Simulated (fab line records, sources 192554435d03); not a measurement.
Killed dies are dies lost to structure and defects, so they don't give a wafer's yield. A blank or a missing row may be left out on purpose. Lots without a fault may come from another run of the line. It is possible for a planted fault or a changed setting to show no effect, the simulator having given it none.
Which tool was responsible? + flow n5Finfet + 30 wafers from 10 lots sampled at 5 of the route's 1938 steps

== WHAT THE GAUGES READ, wafer by wafer ==
N5_BEOL_M4_RC_MEAS_101. Usual: DIBL_N 36.4 mV/V, standard deviation 1.7; DIBL_P 36.4 mV/V, standard deviation 2.1; IOFF_N 0.16 nA/um, standard deviation 0.035; IOFF_P 0.21 nA/um, standard deviation 0.035; ION_N 680 uA/um, standard deviation 11; ION_P 465 uA/um, standard deviation 6.8; SS_N 71.5 mV/dec, standard deviation 0.58; SS_P 73.2 mV/dec, standard deviation 0.72; VT_N 249 mV, standard deviation 3.6; VT_P -250 mV, standard deviation 3.1.
| lot  | measured     | on        | DIBL_N (mV/V)  | DIBL_P (mV/V)  | IOFF_N (nA/um) | IOFF_P (nA/um) | ION_N (uA/um) | ION_P (uA/um) | SS_N (mV/dec)  | SS_P (mV/dec)  | VT_N (mV)   | VT_P (mV)      | flag |
|------|--------------|-----------|----------------|----------------|----------------|----------------|---------------|---------------|----------------|----------------|-------------|----------------|------|
| L866 | day 8 08:55  | prober-02 | 34.6 34.0 37.1 | 34.5 33.7 37.9 | 0.14 0.13 0.18 | 0.19 0.17 0.23 | 669 667 689   | 462 460 467   | 71.7 71.6 71.5 | 72.8 72.1 73.1 | 252 253 246 | -248 -253 -247 |      |
| L872 | day 10 00:14 | prober-02 | 36.7 32.4 36.7 | 38.2 33.1 37.7 | 0.19 0.12 0.19 | 0.24 0.16 0.23 | 682 671 682   | 472 461 465   | 72.0 71.7 71.5 | 74.0 72.1 73.9 | 244 254 246 | -249 -253 -250 |      |
| L874 | day 10 02:14 | prober-02 | 36.5 38.0 40.3 | 36.4 39.3 42.2 | 0.14 0.19 0.24 | 0.19 0.24 0.30 | 686 693 701   | 472 474 475   | 72.0 71.2 72.4 | 73.6 73.5 74.3 | 251 249 244 | -252 -249 -245 |      |
| L876 | day 10 17:04 | prober-02 | 37.5 37.0 38.2 | 39.5 37.7 39.3 | 0.18 0.16 0.19 | 0.23 0.20 0.22 | 680 662 677   | 463 456 458   | 71.6 71.4 71.7 | 74.5 73.6 74.7 | 249 250 247 | -249 -251 -249 |      |
| L882 | day 12 09:25 | prober-02 | 37.1 36.5 34.3 | 38.1 37.3 35.6 | 0.16 0.15 0.13 | 0.22 0.21 0.19 | 680 656 668   | 461 452 465   | 71.9 71.4 71.2 | 73.2 72.5 72.7 | 250 254 255 | -251 -250 -248 |      |
| L884 | day 13 08:45 | prober-01 | 36.3 38.7 38.8 | 34.1 36.9 36.5 | 0.15 0.20 0.21 | 0.21 0.25 0.24 | 680 689 686   | 469 472 465   | 71.4 72.1 71.3 | 73.1 73.9 73.6 | 249 247 247 | -249 -248 -248 |      |
| L885 | day 13 14:23 | prober-01 | 36.7 35.4 35.4 | 38.0 35.9 36.5 | 0.19 0.17 0.18 | 0.23 0.19 0.19 | 681 684 690   | 460 460 466   | 71.7 71.5 71.6 | 73.4 73.1 73.5 | 245 246 248 | -249 -253 -254 |      |
| L886 | day 13 05:23 | prober-02 | 39.5 37.7 41.5 | 40.4 37.7 42.8 | 0.24 0.19 0.31 | 0.28 0.23 0.32 | 686 702 717   | 463 471 480   | 73.2 71.0 72.9 | 74.5 73.2 75.0 | 243 243 239 | -247 -249 -245 |      |
| L887 | day 13 18:07 | prober-01 | 38.1 36.0 34.3 | 38.2 34.8 33.1 | 0.17 0.14 0.12 | 0.26 0.20 0.18 | 678 674 669   | 476 470 466   | 71.5 71.9 70.5 | 74.7 72.7 72.2 | 251 252 254 | -248 -250 -251 |      |
| L888 | day 13 21:46 | prober-01 | 36.0 34.6 38.6 | 36.2 33.8 39.1 | 0.16 0.12 0.21 | 0.23 0.19 0.28 | 678 665 692   | 470 464 469   | 71.7 71.1 72.3 | 72.8 72.1 74.4 | 248 252 247 | -249 -251 -247 |      |

== EACH LOT AND THE TOOL THAT RAN IT (in order: tool; ch and the chambers of the sampled wafers; start) ==
| lot  | N5_BEOL_M2_ANNEAL_80        | N5_BEOL_M2_SPUTTER_96       | N5_BEOL_M2_CMP_52             | N5_BEOL_M2_PRE_CLEAN_60         |
|------|-----------------------------|-----------------------------|-------------------------------|---------------------------------|
| L866 | pvdSputter-02, day 6 23:24  | pvdSputter-02, day 7 00:52  | cmp-02 ch 0,2, day 7 01:23    | cvdCo-01 ch 0,1,2, day 7 01:55  |
| L872 | pvdSputter-01, day 8 20:40  | pvdSputter-01, day 8 22:07  | cmp-02 ch 0,2, day 8 23:08    | cvdCo-02 ch 0,1,2, day 8 23:29  |
| L874 | pvdSputter-01, day 9 04:08  | pvdSputter-01, day 9 05:35  | cmp-04 ch 1,2,3, day 9 06:10  | cvdCo-02 ch 1,2, day 9 06:25    |
| L876 | pvdSputter-02, day 9 07:14  | pvdSputter-02, day 9 08:41  | cmp-02 ch 0,2, day 9 09:11    | cvdCo-02 ch 0,1,2, day 9 09:31  |
| L882 | pvdSputter-01, day 11 07:21 | pvdSputter-01, day 11 08:49 | cmp-04 ch 0,1,3, day 11 09:25 | cvdCo-01 ch 0,2, day 11 09:45   |
| L884 | pvdSputter-03, day 11 17:07 | pvdSputter-03, day 11 18:34 | cmp-02 ch 0,1, day 11 20:06   | cvdCo-02 ch 0,1, day 11 20:26   |
| L885 | pvdSputter-02, day 11 21:51 | pvdSputter-02, day 11 23:19 | cmp-02 ch 1,2,3, day 11 23:53 | cvdCo-02 ch 1, day 12 00:08     |
| L886 | pvdSputter-01, day 12 05:07 | pvdSputter-01, day 12 06:35 | cmp-03 ch 1,3, day 12 07:12   | cvdCo-01 ch 0,1, day 12 07:32   |
| L887 | pvdSputter-02, day 12 10:47 | pvdSputter-02, day 12 12:15 | cmp-04 ch 0,2,3, day 12 12:47 | cvdCo-01 ch 0,1,2, day 12 13:05 |
| L888 | pvdSputter-02, day 12 17:32 | pvdSputter-02, day 12 19:00 | cmp-03 ch 2,3, day 12 19:32   | cvdCo-02 ch 0,1,2, day 12 19:50 |
- N5_BEOL_M2_ANNEAL_80: time 240 s.
- N5_BEOL_M2_SPUTTER_96: material Cu, target thk 4.5 nm, time 8.29 s.
- N5_BEOL_M2_CMP_52: polishes, stops on SiOC, t overpolish 6.8 s, target thk 40 nm.
- N5_BEOL_M2_PRE_CLEAN_60: time 15 s.

== WHAT THE TOOLS THEMSELVES READ (means of the sampled wafers that have a number; where no wafer has one, the mark that the record gives instead) ==
N5_BEOL_M2_ANNEAL_80. Usual: heaterPowerW reads 854 W (standard deviation 92).
| lot  | tool          | heaterPowerW (W) | flag |
|------|---------------|------------------|------|
| L866 | pvdSputter-02 | 829              |      |
| L872 | pvdSputter-01 | 841              |      |
| L874 | pvdSputter-01 | 832              |      |
| L876 | pvdSputter-02 | 834              |      |
| L882 | pvdSputter-01 | 808              |      |
| L884 | pvdSputter-03 | 869              |      |
| L885 | pvdSputter-02 | 882              |      |
| L886 | pvdSputter-01 | 849              |      |
| L887 | pvdSputter-02 | 834              |      |
| L888 | pvdSputter-02 | 966              |      |

N5_BEOL_M2_SPUTTER_96. Usual: chamberPressurePa 0.07 Pa, standard deviation 0.00013; chuckGasFlowSccm 1.26 sccm, standard deviation 0.048; throttleValvePct 29.4 %, standard deviation 1.1.
| lot  | tool          | chamberPressurePa (Pa) | chuckGasFlowSccm (sccm) | throttleValvePct (%) | flag |
|------|---------------|------------------------|-------------------------|----------------------|------|
| L866 | pvdSputter-02 | 0.07                   | 1.27                    | 29.7                 |      |
| L872 | pvdSputter-01 | -                      | -                       | -                    | OFF  |
| L874 | pvdSputter-01 | -                      | -                       | -                    | OFF  |
| L876 | pvdSputter-02 | 0.07                   | 1.27                    | 30.2                 |      |
| L882 | pvdSputter-01 | 0.07                   | 1.25                    | 29.1                 |      |
| L884 | pvdSputter-03 | 0.07                   | 1.30                    | 30.1                 |      |
| L885 | pvdSputter-02 | 0.07                   | 1.26                    | 30.0                 |      |
| L886 | pvdSputter-01 | 0.07                   | 1.27                    | 28.1                 |      |
| L887 | pvdSputter-02 | 0.07                   | 1.31                    | 29.4                 |      |
| L888 | pvdSputter-02 | 0.07                   | 1.28                    | 30.3                 |      |

N5_BEOL_M2_CMP_52. Usual: motorCurrentA 5.8 A, standard deviation 0.64; slurryFilterDpKPa 13.49 kPa, standard deviation 0.15.
| lot  | tool   | motorCurrentA (A) | slurryFilterDpKPa (kPa) | flag |
|------|--------|-------------------|-------------------------|------|
| L866 | cmp-02 | 6.7               | 13.53                   |      |
| L872 | cmp-02 | 6.7               | 13.52                   |      |
| L874 | cmp-04 | 5.7               | 13.48                   |      |
| L876 | cmp-02 | 6.6               | 13.57                   |      |
| L882 | cmp-04 | 5.8               | 13.36                   |      |
| L884 | cmp-02 | 6.6               | 13.52                   |      |
| L885 | cmp-02 | 6.3               | 13.52                   |      |
| L886 | cmp-03 | 5.6               | 13.53                   |      |
| L887 | cmp-04 | 5.8               | 13.62                   |      |
| L888 | cmp-03 | 5.6               | 13.53                   |      |

N5_BEOL_M2_PRE_CLEAN_60. Usual: heaterPowerW reads 83 W (standard deviation 7.6).
| lot  | tool     | heaterPowerW (W) | flag |
|------|----------|------------------|------|
| L866 | cvdCo-01 | 82               |      |
| L872 | cvdCo-02 | 81               |      |
| L874 | cvdCo-02 | 82               |      |
| L876 | cvdCo-02 | 83               |      |
| L882 | cvdCo-01 | 92               |      |
| L884 | cvdCo-02 | 82               |      |
| L885 | cvdCo-02 | 82               |      |
| L886 | cvdCo-01 | 77               |      |
| L887 | cvdCo-01 | 83               |      |
| L888 | cvdCo-02 | 84               |      |

== THE ANSWER, worked out from the rows above alone ==
Rule: a lot counts as off when the mean over its wafers that have a number is more than 3 standard deviations away from the usual mean. Also off: a lot with no number at a reading for which 4 or more lots have one. Where the step has rows for the other lots, those lots are counted as sound. The gauges are gone through in route order, then the tools' own readings, and for those a lot's mean is taken as printed above. At the first step where some lot is off, the reading lying furthest off is the one used; lots without a number count as furthest.
Off at N5_BEOL_M2_SPUTTER_96 (chamberPressurePa): L872, L874. Without a number there: L872, L874.
A tool fits if, at that step or a process step before it, it ran every lot that is off, and no sound lot after the first of them. No candidate that was tried fits.

== WHAT THE SIMULATOR HAD INSERTED ==
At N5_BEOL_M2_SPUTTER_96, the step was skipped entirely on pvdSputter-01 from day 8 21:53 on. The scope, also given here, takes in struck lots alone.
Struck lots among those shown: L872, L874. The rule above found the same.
